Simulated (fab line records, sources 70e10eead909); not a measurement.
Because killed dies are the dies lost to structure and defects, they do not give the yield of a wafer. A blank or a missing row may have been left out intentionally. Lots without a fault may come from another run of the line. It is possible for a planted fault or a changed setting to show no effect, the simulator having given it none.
fab line records    flow nandHarc
record lots=13  wafers=39  lastDay=33
route steps=1302 shown A_CHANNEL_HOLE_D2@595 A_CHANNEL_FILL_D2@619
lots that met no fault: from a run of the same line without faults
startH: hours from the record's first day to the start of the lot's first wafer shown    waitH: how many hours have passed since the lot's step before this one    " repeats the value in the row above    L1.1+2: several wafers, shown together as one row    - no value, or no start given    * or withheld: withheld    < > ~ a bound
route shown NAME@n: NAME is a module with steps in the file, n the number in the route of the first one    usual: mean/standard deviation taken from wafers without a fault    same: alike in all rows    chamber/n: place in a boat    sites: per-site readings    _std_site: standard deviation across them    _edge_site: mean of outer sites minus mean of inner sites    radiusMm: how far each site lies from the wafer's centre    mask NAME#n: copy n    behind: the most recent tool/chamber to have shaped the wafer    hold: why the lot went on hold/how many hours it stayed there/how the hold came to an end    device: whichever transistor did not switch (one of n, p or np)    end of line: tests run on the same wafers once the route is complete    for a step that has no rows: nothing shown but its recipe    killed: at the first sort, the dies lost to defects and structure; wafer yield is something else    map: dies across one wafer; x = killed, . = not, _ = none there
set.NAME: the setting that was run; set.NAME@STEP: the one run at that earlier step    model.NAME: the simulator's own value behind a step, which no gauge read
one table for each step of the route and one row for each wafer, over a sample of lots
services: when a tool's chamber went out of use (startH, in hours from the record's first day, below 0 if earlier), for how many hours, and the reason
## steps
# step NHARC_A_CHANNEL_HOLE_D2_ETCH_23
# recipe biasV=5000  sourceW=withheld  pressureMtorr=20  timeS=819  arFlowSccm=375  c4f8FlowSccm=89.3  o2FlowSccm=35.7  tempC=-20  targetDepthA=16000  chemistry=C4F8/O2/Ar
# usual chamberPressureMTorr=19.998/0.017  drypumpMotorCurrentA=5.46/0.3  showerheadPlenumPTorr=3.63/0.13  throttleValvePct=32.155/0.0078
lot.wafer  tool        chamber  startH  waitH  chamberPressureMTorr  drypumpMotorCurrentA  rfHoursCounterH  showerheadPlenumPTorr  throttleValvePct
L252.2     harEtch-01  0        283.27  0.5    20.018                5.13                  143              3.63                   32.151
L252.3     "           1        "       "      19.997                5.80                  -                3.54                   32.169
L252.6     "           0        "       "      19.966                5.13                  -                3.62                   32.154
L253.3     harEtch-02  1        303.13  0.5    20.006                5.69                  -                3.72                   32.154
L253.4     "           0        "       "      19.999                5.21                  -                3.60                   32.145
L253.6     "           0        "       "      19.993                5.21                  -                3.60                   32.159
L254.1     harEtch-02  1        319.47  0.5    20.026                5.68                  376              3.72                   32.151
L254.6     "           1        "       "      19.994                5.68                  -                3.72                   32.163
L254.5     "           0        "       "      19.989                5.23                  -                3.60                   32.156
L255.1     harEtch-01  1        319.90  0.5    19.974                5.80                  166              3.53                   32.154
L255.4     "           1        "       "      19.992                5.81                  -                3.53                   32.161
L255.5     "           0        "       "      19.991                5.11                  -                3.61                   32.157
L256.1     harEtch-02  1        352.65  0.5    20.003                5.70                  395              3.71                   32.152
L256.3     "           0        "       "      19.981                5.23                  -                3.59                   32.147
L256.5     "           0        "       "      19.985                5.21                  -                3.59                   32.159
L258.2     harEtch-01  0        368.34  0.5    19.975                5.12                  193              3.60                   32.157
L258.1     "           1        "       "      20.017                5.80                  193              3.52                   32.152
L258.5     "           1        "       "      20.006                5.79                  -                3.52                   32.160
L263.3     harEtch-01  0        405.46  0.5    20.008                5.12                  -                3.58                   32.149
L263.4     "           1        "       "      20.012                5.81                  -                3.50                   32.161
L263.5     "           1        "       "      19.979                5.81                  -                3.50                   32.158
L268.1     harEtch-02  1        460.05  0.5    20.039                5.69                  40               3.68                   32.148
L268.4     "           0        "       "      20.016                5.20                  -                3.91                   32.154
L268.5     "           1        "       "      19.992                5.68                  -                3.68                   32.152
L269.1     harEtch-01  1        461.19  0.5    19.980                5.80                  254              3.48                   32.156
L269.3     "           0        "       "      19.997                5.14                  -                3.57                   32.152
L269.4     "           1        "       "      19.986                5.80                  -                3.48                   32.156
L271.2     harEtch-01  1        481.76  0.5    20.005                5.79                  269              3.48                   32.144
L271.4     "           1        "       "      19.975                5.79                  -                3.48                   32.156
L271.6     "           0        "       "      19.987                5.12                  -                3.56                   32.166
L273.2     harEtch-02  1        518.53  0.5    20.023                5.71                  70               3.66                   32.149
L273.5     "           0        "       "      19.977                5.22                  -                3.89                   32.159
L273.6     "           1        "       "      19.972                5.71                  -                3.66                   32.165
L275.2     harEtch-01  0        521.09  0.5    19.966                5.15                  285              3.55                   32.152
L275.1     "           1        "       "      20.022                5.79                  285              3.47                   32.148
L275.3     "           1        "       "      19.996                5.80                  -                3.47                   32.159
L274.1     harEtch-01  0        525.35  0.5    20.011                5.11                  289              3.55                   32.155
L274.3     "           0        "       "      20.001                5.13                  -                3.55                   32.149
L274.6     "           0        "       "      19.979                5.12                  -                3.55                   32.150
# step NHARC_A_CHANNEL_HOLE_D2_ETCH_24
# recipe biasV=5000  sourceW=withheld  pressureMtorr=20  timeS=906.2  arFlowSccm=375  c4f8FlowSccm=93.8  o2FlowSccm=31.2  tempC=-20  targetDepthA=15000  chemistry=C4F8/O2/Ar
# usual chamberPressureMTorr=20.002/0.018  drypumpMotorCurrentA=5.46/0.3  showerheadPlenumPTorr=3.63/0.13  throttleValvePct=32.235/0.0093
lot.wafer  tool        chamber  startH  waitH  chamberPressureMTorr  drypumpMotorCurrentA  rfHoursCounterH  showerheadPlenumPTorr  throttleValvePct
L252.2     harEtch-01  0        283.98  0.6    19.979                5.12                  144              3.62                   32.242
L252.3     "           1        "       "      20.020                5.81                  -                3.54                   32.245
L252.6     "           0        "       "      20.006                5.11                  -                3.62                   32.229
L253.3     harEtch-02  1        303.85  0.6    20.010                5.68                  -                3.72                   32.237
L253.4     "           0        "       "      19.992                5.25                  -                3.59                   32.223
L253.6     "           0        "       "      20.008                5.21                  -                3.59                   32.235
L254.1     harEtch-02  1        320.16  0.6    19.990                5.68                  377              3.72                   32.233
L254.6     "           1        "       "      19.969                5.72                  -                3.72                   32.236
L254.5     "           0        "       "      19.992                5.22                  -                3.59                   32.249
L255.1     harEtch-01  1        320.61  0.6    20.008                5.81                  167              3.52                   32.241
L255.4     "           1        "       "      19.999                5.81                  -                3.52                   32.208
L255.5     "           0        "       "      19.982                5.12                  -                3.61                   32.223
L256.1     harEtch-02  1        353.36  0.6    20.038                5.70                  396              3.71                   32.237
L256.3     "           0        "       "      19.984                5.22                  -                3.58                   32.232
L256.5     "           0        "       "      19.996                5.21                  -                3.58                   32.240
L258.2     harEtch-01  0        369.04  0.6    19.981                5.13                  193              3.59                   32.240
L258.1     "           1        "       "      19.988                5.83                  193              3.51                   32.241
L258.5     "           1        "       "      19.986                5.80                  -                3.51                   32.242
L263.3     harEtch-01  0        406.19  0.6    20.023                5.12                  -                3.58                   32.232
L263.4     "           1        "       "      20.007                5.79                  -                3.50                   32.245
L263.5     "           1        "       "      20.004                5.79                  -                3.50                   32.242
L268.1     harEtch-02  1        460.73  0.6    19.987                5.70                  40               3.67                   32.245
L268.4     "           0        "       "      19.968                5.22                  -                3.91                   32.233
L268.5     "           1        "       "      19.988                5.69                  -                3.68                   32.242
L269.1     harEtch-01  1        461.89  0.6    19.996                5.82                  255              3.48                   32.229
L269.3     "           0        "       "      19.977                5.12                  -                3.56                   32.249
L269.4     "           1        "       "      19.972                5.81                  -                3.48                   32.227
L271.2     harEtch-01  1        482.47  0.6    20.010                5.80                  270              3.47                   32.241
L271.4     "           1        "       "      20.014                5.80                  -                3.47                   32.241
L271.6     "           0        "       "      20.007                5.13                  -                3.55                   32.223
L273.2     harEtch-02  1        519.23  0.6    19.974                5.69                  71               3.66                   32.224
L273.5     "           0        "       "      20.005                5.23                  -                3.89                   32.236
L273.6     "           1        "       "      20.012                5.70                  -                3.66                   32.229
L275.2     harEtch-01  0        521.78  0.6    20.022                5.13                  285              3.54                   32.235
L275.1     "           1        "       "      20.017                5.80                  285              3.46                   32.212
L275.3     "           1        "       "      19.979                5.79                  -                3.46                   32.216
L274.1     harEtch-01  0        526.06  0.6    19.971                5.12                  289              3.54                   32.254
L274.3     "           0        "       "      20.001                5.14                  -                3.54                   32.233
L274.6     "           0        "       "      20.006                5.12                  -                3.54                   32.219
# step NHARC_A_CHANNEL_FILL_D2_ETCHBACK_19
# recipe targetDepthA=50  timeS=1.7  hbrFlowSccm=150  cl2FlowSccm=50  rfW=400  icpW=400  biasW=100  chemistry=HBr/Cl2
# usual chamberPressureMTorr=14.998/0.013  drypumpMotorCurrentA=5.5/0.51  oesProductAu=0.997/0.014  throttleValvePct=26.406/0.0091
lot.wafer  tool      chamber  startH  waitH  chamberPressureMTorr  drypumpMotorCurrentA  oesProductAu  rfHoursCounterH  throttleValvePct
L252.3     rieSi-02  3        313.93  0.4    14.997                5.6                   1.000         0.1              26.411
L252.2     "         2        "       "      15.005                5.1                   1.013         0.1              26.416
L252.6     "         0        "       "      15.010                5.0                   1.011         -                26.403
L253.4     rieSi-02  2        332.08  0.4    15.003                5.1                   1.012         0.2              26.418
L253.3     "         3        "       "      15.003                5.6                   0.993         0.2              26.399
L253.6     "         3        "       "      15.012                5.6                   1.000         -                26.397
L254.1     rieSi-03  0        348.69  0.4    14.998                5.4                   0.990         0.8              26.421
L254.5     "         0        "       "      14.989                5.4                   0.981         -                26.402
L254.6     "         1        "       "      15.000                5.5                   0.999         -                26.404
L255.4     rieSi-02  1        348.70  0.4    15.000                5.2                   0.996         0.3              26.387
L255.1     "         3        "       "      15.008                5.6                   1.013         0.3              26.406
L255.5     "         1        "       "      14.976                5.2                   1.001         -                26.401
L256.1     rieSi-03  0        381.26  0.4    14.998                5.4                   0.984         1.0              26.416
L256.3     "         2        "       "      15.016                6.5                   0.978         1.1              26.375
L256.5     "         0        "       "      15.009                5.4                   0.976         -                26.413
L258.1     rieSi-06  2        396.24  0.4    14.998                5.2                   0.987         1.0              26.422
L258.2     "         3        "       "      14.995                4.8                   0.991         0.9              26.412
L258.5     "         3        "       "      14.991                4.8                   0.996         -                26.402
L263.3     rieSi-02  0        433.66  0.4    15.002                5.0                   1.004         0.8              26.404
L263.4     "         3        "       "      15.002                5.6                   1.017         0.8              26.417
L263.5     "         0        "       "      15.021                5.0                   1.005         -                26.403
L269.3     rieSi-02  3        488.74  0.4    15.018                5.7                   1.002         0.1              26.401
L269.4     "         0        "       "      14.996                5.0                   1.028         0.1              26.416
L269.1     "         1        "       "      14.990                5.3                   1.004         0.1              26.395
L268.4     rieSi-03  3        488.75  0.4    14.982                6.5                   0.985         0.6              26.399
L268.1     "         0        "       "      14.989                5.4                   0.694         0.7              26.406
L268.5     "         2        "       "      14.994                6.5                   1.003         -                26.400
L271.4     rieSi-06  0        509.39  0.4    15.012                5.5                   1.003         0.6              26.397
L271.2     "         1        "       "      15.003                5.4                   0.978         0.5              26.398
L271.6     "         2        "       "      15.012                5.2                   1.001         -                26.401
L275.2     rieSi-02  3        547.25  0.4    15.008                5.6                   0.995         0.3              26.406
L275.1     "         0        "       "      14.971                5.0                   1.011         0.4              26.409
L275.3     "         2        "       "      14.961                5.1                   0.997         0.3              26.410
L273.2     rieSi-03  0        547.29  0.4    15.014                5.4                   1.002         1.0              26.395
L273.6     "         1        "       "      14.977                5.5                   0.981         -                26.397
L273.5     "         2        "       "      14.974                6.5                   0.981         -                26.396
L274.1     rieSi-06  1        551.58  0.4    14.993                5.5                   0.982         0.8              26.408
L274.3     "         2        "       "      15.013                5.2                   1.004         0.6              26.413
L274.6     "         0        "       "      15.002                5.5                   0.996         -                26.410
# step NHARC_A_CHANNEL_FILL_D2_STRIP_28
# recipe timeS=20  o2FlowSccm=500  arFlowSccm=0  biasW=0  chemistry=O2
# usual chamberPressureMTorr=60.00/0.054  drypumpMotorCurrentA=5.8/0.48  oesProductAu=1.000/0.011  rfVppV=57.8/0.96  showerheadPlenumPTorr=3.56/0.14  throttleValvePct=17.036/0.0087
lot.wafer  tool        chamber  startH  waitH  chamberPressureMTorr  drypumpMotorCurrentA  oesProductAu  rfHoursCounterH  rfVppV  showerheadPlenumPTorr  throttleValvePct
L252.2     rieDiel-01  0        314.15  0.1    60.03                 4.8                   0.994         2.1              57.1    3.53                   17.044
L252.3     "           1        "       "      59.97                 6.3                   0.990         1.9              57.8    3.63                   17.038
L252.6     "           3        "       "      60.03                 6.3                   1.019         -                56.4    3.62                   17.020
L253.3     rieDiel-11  3        332.30  0.1    60.04                 5.9                   0.980         7.2              57.0    3.54                   17.039
L253.4     "           0        "       "      60.04                 6.0                   1.002         9.0              58.7    3.80                   17.033
L253.6     "           2        "       "      59.94                 5.7                   0.973         -                58.0    3.37                   17.044
L254.1     rieDiel-01  0        348.91  0.1    60.04                 4.8                   0.983         3.0              58.3    3.53                   17.026
L254.6     "           3        "       "      59.96                 6.3                   0.997         -                58.7    3.62                   17.030
L254.5     "           0        "       "      60.06                 4.8                   0.981         -                57.7    3.53                   17.039
L255.1     rieDiel-12  3        348.93  0.1    59.96                 5.6                   1.003         2.2              58.6    3.57                   17.027
L255.4     "           2        "       "      59.96                 5.9                   1.013         -                58.7    3.68                   17.047
L255.5     "           3        "       "      59.96                 5.6                   1.008         -                57.5    3.57                   17.028
L256.1     rieDiel-12  1        381.53  0.1    59.95                 5.8                   1.004         2.0              57.7    3.73                   17.033
L256.3     "           2        "       "      60.03                 5.9                   1.024         2.5              57.9    3.68                   17.034
L256.5     "           2        "       "      60.05                 5.8                   1.024         -                58.4    3.68                   17.033
L258.2     rieDiel-01  3        396.46  0.1    59.95                 6.3                   1.008         0.0              58.7    3.62                   17.050
L258.1     "           2        "       "      60.04                 5.7                   0.998         0.1              56.8    3.31                   17.043
L258.5     "           3        "       "      60.05                 6.3                   1.006         -                59.3    3.62                   17.034
L263.3     rieDiel-01  3        433.88  0.1    60.03                 6.4                   1.018         1.8              57.9    3.62                   17.029
L263.4     "           0        "       "      59.98                 4.8                   0.985         1.9              57.9    3.52                   17.035
L263.5     "           3        "       "      59.99                 6.4                   1.007         -                57.6    3.62                   17.040
L268.1     rieDiel-12  3        488.94  0.1    60.00                 5.6                   0.996         0.4              58.2    3.57                   17.029
L268.4     "           2        "       "      60.00                 5.9                   1.016         0.4              58.6    3.68                   17.031
L268.5     "           0        "       "      59.99                 6.0                   0.989         -                57.4    3.44                   17.027
L269.1     rieDiel-01  0        488.97  0.1    60.10                 4.8                   1.007         3.9              56.7    3.52                   17.050
L269.3     "           2        "       "      59.98                 5.7                   0.997         3.8              56.2    3.31                   17.034
L269.4     "           1        "       "      60.05                 6.3                   1.012         -                58.5    3.62                   17.034
L271.4     rieDiel-01  3        509.59  0.1    59.90                 6.3                   1.021         4.1              57.0    3.62                   17.046
L271.2     "           0        "       "      59.92                 4.8                   1.003         4.0              58.6    3.52                   17.040
L271.6     "           1        "       "      59.90                 6.4                   1.010         -                57.3    3.62                   17.034
L275.3     rieDiel-01  0        547.47  0.1    59.97                 4.8                   1.016         5.2              57.8    3.52                   17.026
L275.1     "           2        "       "      59.97                 5.7                   0.993         5.0              57.3    3.31                   17.026
L275.2     "           3        "       "      59.95                 6.3                   1.018         5.1              57.7    3.62                   17.031
L273.2     rieDiel-12  1        547.48  0.1    59.93                 5.8                   0.984         1.8              61.6    3.73                   17.029
L273.6     "           3        "       "      60.06                 5.6                   1.003         -                58.9    3.57                   17.045
L273.5     "           0        "       "      60.05                 6.0                   0.996         -                57.6    3.44                   17.049
L274.1     rieDiel-12  1        551.79  0.1    59.98                 5.8                   0.977         1.9              57.0    3.73                   17.030
L274.3     "           3        "       "      60.02                 5.6                   1.009         1.7              58.8    3.57                   17.026
L274.6     "           2        "       "      59.91                 5.9                   1.008         -                58.3    3.68                   17.043
## services
tool        chamber  startH  hours  kind
rieDiel-12  3        264.07  2.9    repair
rieDiel-12  -        268.49  9.0    pm
rieSi-02    -        277.00  9.0    pm
rieDiel-01  1        294.43  9.7    repair
rieDiel-01  0        294.67  4.6    repair
rieDiel-12  -        299.90  0.9    repair
rieDiel-12  1        345.71  34.8   repair
rieSi-02    1        352.58  6.0    repair
rieDiel-01  1        371.78  3.4    repair
rieDiel-12  0        377.73  22.0   repair
harEtch-02  -        378.86  17.0   pm
rieDiel-01  -        380.80  9.0    pm
rieDiel-12  1        394.28  4.0    repair
rieDiel-01  0        397.76  3.8    repair
rieDiel-12  3        399.81  35.5   repair
rieDiel-01  1        418.19  14.2   repair
rieDiel-12  0        438.30  12.0   repair
rieDiel-12  1        441.44  8.5    repair
rieDiel-01  -        443.00  0.9    repair
rieDiel-12  -        445.49  9.0    pm
rieDiel-01  2        453.26  3.0    repair
rieSi-02    -        454.00  9.0    pm
rieDiel-01  3        484.73  13.8   repair
rieDiel-01  2        512.26  8.9    repair
## key
firstSign step=NHARC_A_CHANNEL_FILL_D2_ETCHBACK_19  reading=oesProductAu  direction=down  sigmas=22  usual=0.997  struck=0.694
effect none on later readings
metAt NHARC_A_CHANNEL_FILL_D2_ETCHBACK_19
struckLots L268
struckWafers L268.1
laterRowsLeftOut L268.1
sortLeftOut L268.1
testerLeftOut L268
notActingAt NHARC_A_CHANNEL_HOLE_D2_ETCH_23,NHARC_A_CHANNEL_HOLE_D2_ETCH_24,NHARC_A_CHANNEL_FILL_D2_STRIP_28
onsetBetween 381.26 488.75
fault kind=processParameterDrift  tool=rieSi-03  chamber=0  onsetH=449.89  steps=NHARC_A_CHANNEL_FILL_D2_ETCHBACK_19  channel=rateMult  offset=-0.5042  shape=step  endH=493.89
# testerLeftOut: of these lots the tester's yield and bins aren't shown, on N5 and GAA mostly nor the transistor test; their killed dies are dies lost to structure and defects alone, not to doping, threshold or leakage, so they don't give the yield
# sortLeftOut: the simulated sort isn't trusted on such a fault, so these wafers' sort isn't shown, and their yield isn't known
# laterRowsLeftOut: the simulator's readings of these wafers behind a module that went badly wrong aren't trusted and aren't shown, but for the sort
